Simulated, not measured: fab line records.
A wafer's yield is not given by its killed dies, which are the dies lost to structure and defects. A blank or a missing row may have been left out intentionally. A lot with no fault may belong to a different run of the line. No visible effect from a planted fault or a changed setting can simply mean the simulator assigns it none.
fab line records	flow n5-finfet
[record] lots = 10	wafers = 28	last-day = 19
route steps=1938 shown STI_FIN_REVEAL@200 BEOL_M4@1095 BEOL_M5@1116 PASSIVATION@1936
lots with no fault: from the same line, run without faults
start-h: hours from the record's opening day to when the first of the lot's shown wafers began	wait-h: hours since the lot's step before	" repeats the value in the row above	L1.1+2: one row covering several wafers at once	- value missing, or start not given	* or withheld: withheld	< > ~ a bound
route shown NAME@n: NAME is a module with steps in the file, n the number in the route of the first one	usual: average and standard deviation across the fault-free wafers	same: alike in all rows	chamber/n: place in a boat	sites: each site's reading	_std_site: the standard deviation of these	_edge_site: outer sites' mean less inner sites'	radius-mm: how far each site lies from the wafer's centre	mask NAME#n: copy n	behind: the last tool/chamber to shape the wafer	hold: the reason the lot was held/the length of the hold in hours/how it ended	device: the transistor (n, p or np) that didn't switch	end of line: at the end of the route, the tests of the same wafers	where a step has no rows: the recipe by itself	killed: the dies lost at the first sort to structure and to defects; this is not the yield of the wafer	map: shows each die of a wafer: x if killed, . if not, _ if none is there
set.NAME: the setting that was run; set.NAME@STEP: the one run at that earlier step	model.NAME: the simulator's own value behind a step, which no gauge read
one table for each step of the route and one row for each wafer, over a sample of lots
services: the hour from which a tool's chamber was out of use, counted from the record's first day as start-h (under 0 if before that day), plus the number of hours and why
[[steps]]
[step N5_STI_FIN_REVEAL_OXIDATION_31]
[recipe] chemistry = O2_PLASMA_REMOTE	temp-c = 150	time-s = 20	pressure-mtorr = 1000	source-power-w = 2000	o2-flow-sccm = 3000
[usual] drypump-motor-current-A = 5.9/0.31	heater-power-w = 146/14
lot.wafer	tool	chamber	start-h	wait-h	drypump-motor-current-A	heater-power-w	rf-hours-counter-h
L479.2	plasma-asher-02	0	41.86	0.0	6.0	166	30
L479.3	"	0	"	"	5.9	162	-
L479.5	"	1	"	"	6.0	129	-
L480.1	plasma-asher-02	1	49.28	0.0	6.0	131	32
L480.2	"	0	"	"	6.0	166	32
L480.4	"	1	"	"	6.0	135	-
L481.3	plasma-asher-02	1	54.99	0.1	6.0	133	-
L481.5	"	1	"	"	6.0	133	-
L481.6	"	0	"	"	6.0	169	-
L484.3	plasma-asher-01	0	72.91	0.1	5.4	133	-
L484.6	"	0	"	"	5.5	132	-
L487.3	plasma-asher-02	1	90.74	0.1	6.0	130	-
L487.5	"	0	"	"	6.0	167	-
L494.1	plasma-asher-01	1	137.50	0.0	6.3	147	97
L494.4	"	1	"	"	6.3	152	-
L494.6	"	1	"	"	6.3	152	-
L498.2	plasma-asher-02	1	155.51	0.0	6.0	135	56
L498.3	"	0	"	"	6.0	167	-
L498.4	"	1	"	"	6.0	130	-
L499.1	plasma-asher-01	0	162.35	0.0	5.4	134	102
L499.4	"	0	"	"	5.4	135	-
L499.5	"	1	"	"	6.3	150	-
L500.1	plasma-asher-01	1	168.38	0.0	6.3	151	103
L500.2	"	0	"	"	5.5	130	103
L500.4	"	1	"	"	6.3	155	-
L501.3	plasma-asher-01	0	175.14	0.1	5.4	132	-
L501.4	"	1	"	"	6.3	148	-
L501.5	"	1	"	"	6.3	153	-
[step N5_BEOL_M4_ANNEAL_91]
[recipe] temp-c = 400	time-s = 240	ambient = vacuum
[usual] heater-power-w = 821/84
lot.wafer	tool	chamber	start-h	wait-h	heater-power-w
L479.2	pvd-sputter-02	-	190.39	0.0	731
L479.3	"	-	"	"	861
L479.5	"	-	"	"	858
L480.1	pvd-sputter-01	-	208.72	0.0	778
L480.2	"	-	"	"	977
L480.4	"	-	"	"	869
L481.3	pvd-sputter-03	-	212.21	0.0	730
L481.5	"	-	"	"	679
L481.6	"	-	"	"	865
L484.3	pvd-sputter-02	-	235.10	0.0	867
L484.6	"	-	"	"	827
L487.3	pvd-sputter-03	-	238.90	0.0	866
L487.5	"	-	"	"	888
L498.2	pvd-sputter-03	-	307.67	0.0	745
L498.3	"	-	"	"	914
L498.4	"	-	"	"	835
L494.1	pvd-sputter-02	-	312.91	0.0	867
L494.4	"	-	"	"	831
L494.6	"	-	"	"	854
L499.1	pvd-sputter-01	-	316.70	0.0	781
L499.4	"	-	"	"	864
L499.5	"	-	"	"	738
L500.1	pvd-sputter-03	-	322.64	0.0	868
L500.2	"	-	"	"	849
L500.4	"	-	"	"	742
L501.3	pvd-sputter-02	-	338.93	0.0	884
L501.4	"	-	"	"	877
L501.5	"	-	"	"	710
[step N5_BEOL_M4_SPUTTER_96]
[recipe] material = Cu	target-thk-a = 45	temp-c = -20	chamber-pressure-pa = 0.07	power-w = withheld	time-s = 8.29
[usual] throttle-valve-pct = 30.4/1.2
lot.wafer	tool	chamber	start-h	wait-h	throttle-valve-pct
L479.2	pvd-sputter-02	-	190.97	0.1	29.6
L479.3	"	-	"	"	28.5
L479.5	"	-	"	"	31.1
L480.1	pvd-sputter-01	-	209.30	0.1	30.3
L480.2	"	-	"	"	32.2
L480.4	"	-	"	"	31.1
L481.3	pvd-sputter-03	-	212.79	0.1	30.1
L481.5	"	-	"	"	31.1
L481.6	"	-	"	"	30.8
L484.3	pvd-sputter-02	-	235.68	0.1	28.6
L484.6	"	-	"	"	30.2
L487.3	pvd-sputter-03	-	239.48	0.1	27.8
L487.5	"	-	"	"	27.8
L498.2	pvd-sputter-03	-	308.25	0.1	29.9
L498.3	"	-	"	"	27.9
L498.4	"	-	"	"	30.7
L494.1	pvd-sputter-02	-	313.49	0.1	30.9
L494.4	"	-	"	"	30.0
L494.6	"	-	"	"	31.1
L499.1	pvd-sputter-01	-	317.28	0.1	30.9
L499.4	"	-	"	"	31.3
L499.5	"	-	"	"	30.7
L500.1	pvd-sputter-03	-	323.22	0.1	27.8
L500.2	"	-	"	"	30.9
L500.4	"	-	"	"	30.1
L501.3	pvd-sputter-02	-	339.51	0.1	31.0
L501.4	"	-	"	"	30.8
L501.5	"	-	"	"	29.6
[step N5_BEOL_M4_RC_MEAS_101]
[usual] DIBL_N = 35.3/1.8	DIBL_P = 35.2/2.2	IOFF_N = 0.144/0.029	IOFF_N_85C = 2.8/0.48	IOFF_N_LIN = 0.068/0.011	IOFF_N_LONG = 5.58e-05/2.5e-06	IOFF_P = 0.19/0.031	IOFF_P_85C = 3.4/0.45	IOFF_P_LIN = 0.094/0.011	ION_N = 670/12	ION_P = 460/7.6	SS_N = 71.2/0.62	SS_P = 73.0/0.69	VT_N = 251/3.4	VT_P = -251.4/2.6
lot.wafer	tool	chamber	start-h	wait-h	DIBL_N[mV/V]	DIBL_P[mV/V]	IOFF_N[nA/um]	IOFF_N_85C[nA/um]	IOFF_N_LIN[nA/um]	IOFF_N_LONG[nA/um]	IOFF_P[nA/um]	IOFF_P_85C[nA/um]	IOFF_P_LIN[nA/um]	ION_N[uA/um]	ION_P[uA/um]	SS_N[mV/dec]	SS_P[mV/dec]	VT_N[mV]	VT_P[mV]
L479.2	prober-02	0	192.42	0.2	33.2	33.2	0.121	2.5	0.059	5.78e-05	0.16	2.8	0.081	657	446	70.9	72.7	254	-255.4
L479.3	"	0	"	"	33.8	34.6	0.138	2.7	0.067	5.83e-05	0.19	3.3	0.094	688	471	70.9	72.6	250	-251.3
L479.5	"	0	"	"	34.2	34.7	0.134	2.7	0.065	5.78e-05	0.19	3.4	0.096	659	456	70.6	73.1	251	-249.5
L480.1	prober-02	0	210.52	0.0	35.0	35.5	0.112	2.3	0.055	4.99e-05	0.16	2.9	0.078	661	460	70.7	72.4	258	-253.7
L480.2	"	0	"	"	35.8	36.9	0.119	2.4	0.058	4.92e-05	0.17	3.0	0.081	655	456	71.5	73.4	256	-254.2
L480.4	"	0	"	"	33.7	34.3	0.097	2.0	0.051	4.86e-05	0.14	2.6	0.072	664	455	70.7	71.6	257	-258.8
L481.3	prober-02	0	214.20	0.3	34.0	33.6	0.122	2.5	0.059	5.47e-05	0.19	3.4	0.094	665	463	71.0	72.7	252	-251.3
L481.5	"	0	"	"	36.4	36.8	0.160	3.1	0.073	5.46e-05	0.25	4.1	0.112	681	473	71.7	73.3	249	-247.2
L481.6	"	0	"	"	33.7	32.6	0.119	2.4	0.058	5.59e-05	0.18	3.2	0.089	662	459	69.9	72.2	253	-250.4
L484.3	prober-01	0	237.09	0.3	29.2	27.8	0.072	1.6	0.037	5.42e-05	0.10	2.0	0.060	628	436	69.8	72.0	263	-260.2
L484.6	"	0	"	"	34.0	34.2	0.124	2.5	0.058	5.39e-05	0.16	3.0	0.082	651	449	71.8	73.0	255	-253.9
L487.3	prober-02	0	240.90	0.3	40.5	42.0	0.274	4.8	0.125	6.54e-05	0.33	5.3	0.149	705	475	71.9	74.8	241	-243.6
L487.5	"	0	"	"	37.7	38.2	0.181	3.4	0.082	5.78e-05	0.24	4.1	0.108	683	464	71.9	74.0	245	-249.2
L498.2	prober-02	0	309.54	0.2	34.2	33.7	0.142	2.8	0.070	5.87e-05	0.19	3.4	0.095	685	470	70.9	72.5	250	-249.0
L498.3	"	0	"	"	32.6	31.2	0.108	2.2	0.055	5.95e-05	0.16	2.8	0.081	667	460	71.0	72.6	253	-253.1
L498.4	"	0	"	"	33.4	32.4	0.120	2.5	0.061	5.92e-05	0.18	3.2	0.091	684	474	70.9	72.9	254	-249.8
L494.1	prober-02	0	315.18	0.0	35.6	36.8	0.138	2.7	0.066	5.23e-05	0.20	3.6	0.098	676	467	71.4	73.2	252	-252.4
L494.4	"	0	"	"	34.3	33.9	0.111	2.3	0.056	5.48e-05	0.16	2.9	0.082	669	466	71.0	72.4	255	-254.0
L494.6	"	0	"	"	36.8	37.6	0.154	3.0	0.071	5.32e-05	0.21	3.6	0.097	672	458	71.3	73.4	252	-252.4
L499.1	prober-02	0	318.38	0.0	38.2	38.3	0.193	3.6	0.087	5.52e-05	0.24	4.1	0.113	678	463	72.3	73.8	246	-248.2
L499.4	"	0	"	"	36.5	36.2	0.149	2.9	0.071	5.42e-05	0.22	3.8	0.105	677	461	71.6	72.4	252	-249.9
L499.5	"	0	"	"	33.5	32.3	0.112	2.3	0.056	5.61e-05	0.16	2.9	0.084	671	467	71.1	71.8	251	-253.5
L500.1	prober-01	0	324.31	0.0	35.8	35.3	0.138	2.7	0.066	5.57e-05	0.20	3.4	0.096	668	456	71.2	73.1	250	-249.3
L500.2	"	0	"	"	37.0	37.5	0.159	3.1	0.073	5.44e-05	0.23	3.9	0.107	661	460	71.6	72.8	250	-248.0
L500.4	"	0	"	"	33.9	33.2	0.114	2.3	0.057	5.53e-05	0.16	2.9	0.084	651	450	70.2	72.4	254	-253.4
L501.3	prober-01	0	341.91	0.3	35.6	34.8	0.137	2.8	0.066	5.36e-05	0.18	3.2	0.086	667	456	71.4	73.4	254	-254.8
L501.4	"	0	"	"	40.4	40.9	0.234	4.4	0.099	5.41e-05	0.28	4.6	0.116	680	461	73.2	74.8	244	-247.3
L501.5	"	0	"	"	37.9	37.7	0.171	3.4	0.079	5.35e-05	0.23	3.8	0.101	670	460	72.4	74.4	247	-250.3
[step N5_BEOL_M5_HM_DEP_02]
[recipe] material = TiN	target-thk-a = 200	temp-c = 25	chamber-pressure-pa = 0.49996
[usual] throttle-valve-pct = 30.3/1.2
lot.wafer	tool	chamber	start-h	wait-h	throttle-valve-pct
L479.2	pvd-sputter-03	-	194.25	0.4	27.9
L479.3	"	-	"	"	30.9
L479.5	"	-	"	"	30.1
L480.1	pvd-sputter-03	-	213.19	1.1	30.8
L480.2	"	-	"	"	28.0
L480.4	"	-	"	"	30.8
L481.3	pvd-sputter-01	-	216.53	1.0	30.9
L481.5	"	-	"	"	30.7
L481.6	"	-	"	"	31.0
L484.3	pvd-sputter-03	-	240.18	1.8	29.9
L484.6	"	-	"	"	30.2
L487.3	pvd-sputter-01	-	244.58	1.9	31.0
L487.5	"	-	"	"	30.7
L498.2	pvd-sputter-01	-	311.05	0.0	30.9
L498.3	"	-	"	"	31.3
L498.4	"	-	"	"	30.9
L494.1	pvd-sputter-02	-	320.15	3.4	31.1
L494.4	"	-	"	"	30.2
L494.6	"	-	"	"	31.0
L499.1	pvd-sputter-03	-	320.64	0.7	27.9
L499.4	"	-	"	"	30.7
L499.5	"	-	"	"	27.9
L500.1	pvd-sputter-03	-	329.30	3.4	30.9
L500.2	"	-	"	"	30.0
L500.4	"	-	"	"	30.8
L501.3	pvd-sputter-01	-	347.03	3.3	31.3
L501.4	"	-	"	"	30.7
L501.5	"	-	"	"	30.7
[step N5_PASSIVATION_PROBE_49]
[usual] defect-limited-yield = 91.0/1.4	killed_at_M0_to_M3 = 36/10	killed_at_M4_up = 15/5	killed-at-contacts = 12/6.1	killed-at-front-end = 40/13	killed-at-other = 3.8/2.9	killed-dies = 106/16	killed-open = 68/12	killed-short = 35/8.2	sort_bin_5_function = 5.2/0.9	sort_bin_6_memory = 3.4/0.71	sort_bin_8_speed = 0.0/0.46	sort-n-pass = 1073/17	sort-yield-pct = 91.0/1.5
[same] gross-dies = 1180	killed-at-back-side = 0	sort_bin_4_leakage[%] = 0
lot.wafer	tool	chamber	start-h	wait-h	defect-limited-yield[%]	killed_at_M0_to_M3	killed_at_M4_up	killed-at-contacts	killed-at-front-end	killed-at-other	killed-dies	killed-open	killed-short	sort_bin_5_function[%]	sort_bin_6_memory[%]	sort_bin_8_speed[%]	sort-n-pass	sort-yield-pct[%]
L480.1	prober-02	-	330.79	0.0	91.4	32	12	4	44	9	101	59	37	4.8	3.3	0	1079	91.4
L480.2	prober-02	-	330.84	0.1	93.6	39	10	3	20	4	76	50	23	3.6	2.6	0	1104	93.6
L480.4	prober-02	-	330.94	0.2	90.3	46	7	4	47	10	114	69	44	5.4	3.7	0	1066	90.3
L484.3	prober-01	-	375.78	0.3	90.3	51	21	10	23	9	114	80	32	5.7	3.6	5.5	1001	84.8
L484.6	prober-01	-	375.93	0.5	88.3	49	25	3	58	3	138	76	55	6.7	4.7	0	1042	88.3
L487.3	prober-01	-	377.29	0.5	91.5	26	19	18	35	2	100	68	30	4.3	3.7	0	1080	91.5
L487.5	prober-01	-	377.39	0.6	91.4	31	14	14	43	0	102	70	23	4.1	3.4	0	1078	91.4
L494.1	prober-01	-	433.00	0.3	88.8	56	19	10	47	0	132	83	46	6.2	4.7	0	1048	88.8
L494.4	prober-01	-	433.15	0.4	90.8	52	14	11	24	7	108	71	31	5.8	3.1	0	1072	90.8
L494.6	prober-01	-	433.25	0.5	91.8	28	20	11	36	2	97	60	33	5.6	2.4	0	1083	91.8
L500.1	prober-01	-	442.42	0.0	91.7	16	21	30	29	2	98	74	20	4.8	3.2	0	1082	91.7
L500.2	prober-01	-	442.47	0.1	93.9	21	14	10	25	2	72	44	27	3.5	2.5	0	1108	93.9
L500.4	prober-01	-	442.57	0.2	91.2	36	12	14	41	1	104	63	38	5.4	3.1	0	1076	91.2
L501.3	prober-02	-	452.92	0.1	91.5	42	17	11	25	5	100	69	28	4.5	3.2	0	1080	91.5
L501.4	prober-02	-	452.97	0.2	89.8	27	12	9	70	2	120	73	46	5.7	4.0	0	1060	89.8
L501.5	prober-02	-	453.02	0.2	92.3	31	18	4	32	6	91	67	21	4.8	2.8	0	1089	92.3
// killed by level:class
L480.1 STI_FIN_REVEAL:geometric-particle:open=10 STARTING-WAFER:geometric-particle:open=8 BEOL_M3:geometric-particle:open=7 BEOL_M0_SAQP:geometric-particle:open=6 BEOL_M0_SAQP:geometric-particle:short=5 BEOL_M5:geometric-particle:open=5 HKMG_FIN:area-etch=5 STI_FIN_REVEAL:geometric-particle:short=4
L480.2 BEOL_M1:geometric-particle:open=14 BEOL_M0_SAQP:geometric-particle:open=7 BEOL_M0_SAQP:geometric-particle:short=7 STI_FIN_REVEAL:geometric-particle:open=5 BEOL_M2:geometric-particle:open=4 DUMMY_GATE:geometric-particle:open=3 MOL_CONTACT_COAG:geometric-particle:open=3 BEOL_M5:geometric-particle:open=3
L480.4 FIN_SAQP:geometric-particle:short=15 BEOL_M0_SAQP:geometric-particle:open=14 BEOL_M0_SAQP:geometric-particle:short=10 STI_FIN_REVEAL:geometric-particle:open=9 BEOL_M1:geometric-particle:open=9 BEOL_M2:geometric-particle:open=8 FIN_SAQP:geometric-particle:open=6 DUMMY_GATE:geometric-particle:open=3
L484.3 BEOL_M2:geometric-particle:open=13 BEOL_M1:geometric-particle:open=11 MOL_CONTACT_COAG:geometric-particle:open=10 BEOL_M0_SAQP:geometric-particle:open=8 BEOL_M4:geometric-particle:open=8 FIN_SAQP:geometric-particle:open=6 STI_FIN_REVEAL:geometric-particle:open=6 BEOL_M0_SAQP:geometric-particle:short=6
L484.6 BEOL_M0_SAQP:geometric-particle:short=16 STI_FIN_REVEAL:geometric-particle:open=13 FIN_SAQP:geometric-particle:open=10 FIN_SAQP:geometric-particle:short=10 BEOL_M1:geometric-particle:open=9 BEOL_M4:geometric-particle:open=7 BEOL_M2:geometric-particle:open=6 STARTING-WAFER:geometric-particle:open=6
L487.3 FIN_SAQP:geometric-particle:open=13 MOL_CONTACT_COAG:geometric-particle:open=13 BEOL_M4:geometric-particle:open=7 BEOL_M1:geometric-particle:open=7 BEOL_M0_SAQP:geometric-particle:short=5 MOL_CONTACT_COAG:geometric-particle:short=5 BEOL_M0_SAQP:geometric-particle:open=4 BEOL_M2:geometric-particle:open=4
L487.5 MOL_CONTACT_COAG:geometric-particle:open=11 BEOL_M4:geometric-particle:open=10 BEOL_M2:geometric-particle:open=10 HKMG_FIN:area-etch=8 FIN_SAQP:geometric-particle:open=7 BEOL_M3:geometric-particle:open=6 STI_FIN_REVEAL:geometric-particle:open=5 SPACER0:geometric-particle:short=4
L494.1 BEOL_M3:geometric-particle:open=17 FIN_SAQP:geometric-particle:short=11 BEOL_M0_SAQP:geometric-particle:short=11 FIN_SAQP:geometric-particle:open=10 MOL_CONTACT_COAG:geometric-particle:open=10 DUMMY_GATE:geometric-particle:open=8 BEOL_M2:geometric-particle:open=8 GATE_CUT:geometric-particle:short=7
L494.4 BEOL_M2:geometric-particle:open=16 BEOL_M0_SAQP:geometric-particle:open=12 MOL_CONTACT_COAG:geometric-particle:open=10 BEOL_M0_SAQP:geometric-particle:short=9 FIN_SAQP:geometric-particle:short=5 BEOL_M3:geometric-particle:open=5 BEOL_M1:geometric-particle:open=3 BEOL_M4:geometric-particle:short=3
L494.6 BEOL_M4:geometric-particle:open=11 GATE_CUT:geometric-particle:short=10 MOL_CONTACT_COAG:geometric-particle:open=9 BEOL_M1:geometric-particle:open=7 FIN_SAQP:geometric-particle:short=6 BEOL_M0_SAQP:geometric-particle:open=6 BEOL_M3:geometric-particle:open=6 FIN_SAQP:geometric-particle:open=5
L500.1 MOL_CONTACT_COAG:geometric-particle:open=27 BEOL_M4:geometric-particle:open=9 FIN_SAQP:geometric-particle:open=7 STI_FIN_REVEAL:geometric-particle:open=6 BEOL_M4:geometric-particle:short=5 DUMMY_GATE:geometric-particle:open=3 MOL_CONTACT_COAG:geometric-particle:short=3 BEOL_M0:geometric-particle:open=3
L500.2 BEOL_M3:geometric-particle:open=12 MOL_CONTACT_COAG:geometric-particle:open=7 FIN_SAQP:geometric-particle:open=6 STARTING-WAFER:geometric-particle:short=6 BEOL_M4:geometric-particle:open=5 STI_FIN_REVEAL:geometric-particle:open=4 BEOL_M3:geometric-particle:short=4 MOL_CONTACT_COAG:geometric-particle:short=3
L500.4 BEOL_M0_SAQP:geometric-particle:open=12 BEOL_M0_SAQP:geometric-particle:short=10 FIN_SAQP:geometric-particle:short=8 FIN_SAQP:geometric-particle:open=8 MOL_CONTACT_COAG:geometric-particle:open=8 BEOL_M3:geometric-particle:open=7 STI_FIN_REVEAL:geometric-particle:open=6 BEOL_M4:geometric-particle:open=6
L501.3 BEOL_M0_SAQP:geometric-particle:open=11 STI_FIN_REVEAL:geometric-particle:open=10 BEOL_M2:geometric-particle:open=10 MOL_CONTACT_COAG:geometric-particle:open=9 BEOL_M0_SAQP:geometric-particle:short=9 BEOL_M4:geometric-particle:open=8 FIN_SAQP:geometric-particle:short=4 GATE_CUT:geometric-particle:short=4
L501.4 STI_FIN_REVEAL:geometric-particle:open=16 FIN_SAQP:geometric-particle:short=13 FIN_SAQP:geometric-particle:open=12 GATE_CUT:geometric-particle:short=11 MOL_CONTACT_COAG:geometric-particle:open=8 BEOL_M4:geometric-particle:open=7 BEOL_M0_SAQP:geometric-particle:short=6 BEOL_M0_SAQP:geometric-particle:open=6
L501.5 STI_FIN_REVEAL:geometric-particle:open=13 BEOL_M3:geometric-particle:open=9 BEOL_M4:geometric-particle:open=9 BEOL_M0_SAQP:geometric-particle:open=8 BEOL_M0_SAQP:geometric-particle:short=6 FIN_SAQP:geometric-particle:open=4 GATE_CUT:geometric-particle:short=4 MOL_CONTACT_COAG:geometric-particle:open=4
[[services]]
tool	chamber	start-h	hours	kind
plasma-asher-02	-	51.57	0.5	repair
pvd-sputter-02	-	54.20	1.0	repair
pvd-sputter-03	-	71.63	1.9	repair
pvd-sputter-01	-	118.60	4.4	repair
pvd-sputter-03	-	148.55	9.3	repair
plasma-asher-01	-	201.51	2.8	pm
plasma-asher-01	-	240.48	0.6	repair
plasma-asher-02	-	288.08	7.1	repair
pvd-sputter-03	-	308.35	10.1	repair
pvd-sputter-02	-	340.03	24.0	repair
[[key]]
[first-sign] step = N5_BEOL_M4_RC_MEAS_101	reading = IOFF_N_LIN	direction = up	sigmas = 5.1	usual = 0.068	struck = 0.125
[effect] step = N5_BEOL_M4_RC_MEAS_101	reading = IOFF_P_LIN	direction = up	sigmas = 5	usual = 0.094	struck = 0.149
[effect] step = N5_BEOL_M4_RC_MEAS_101	reading = IOFF_N	direction = up	sigmas = 4.5	usual = 0.144	struck = 0.274
[effect] step = N5_BEOL_M4_RC_MEAS_101	reading = IOFF_P	direction = up	sigmas = 4.3	usual = 0.19	struck = 0.33
[effect] step = N5_BEOL_M4_RC_MEAS_101	reading = IOFF_P_85C	direction = up	sigmas = 4.2	usual = 3.4	struck = 5.3
[effect] step = N5_BEOL_M4_RC_MEAS_101	reading = IOFF_N_85C	direction = up	sigmas = 4	usual = 2.8	struck = 4.8
[effect] step = N5_BEOL_M4_RC_MEAS_101	reading = IOFF_N_LONG	direction = up	sigmas = 3.8	usual = 5.58e-05	struck = 6.54e-05
met-at N5_STI_FIN_REVEAL_OXIDATION_31
struck-lots L487
struck-wafers L487.3
not-acting-at N5_BEOL_M4_ANNEAL_91,N5_BEOL_M4_SPUTTER_96,N5_BEOL_M5_HM_DEP_02
onset-between 54.99 90.74
[fault] kind = process-parameter-drift	tool = plasma-asher-02	chamber = -	onset-h = 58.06	steps = N5_STI_FIN_REVEAL_OXIDATION_31	channel = time-s	offset = *	shape = step	end-h = 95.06	scope = struck-wafers-only	acts-in = *	stated = *
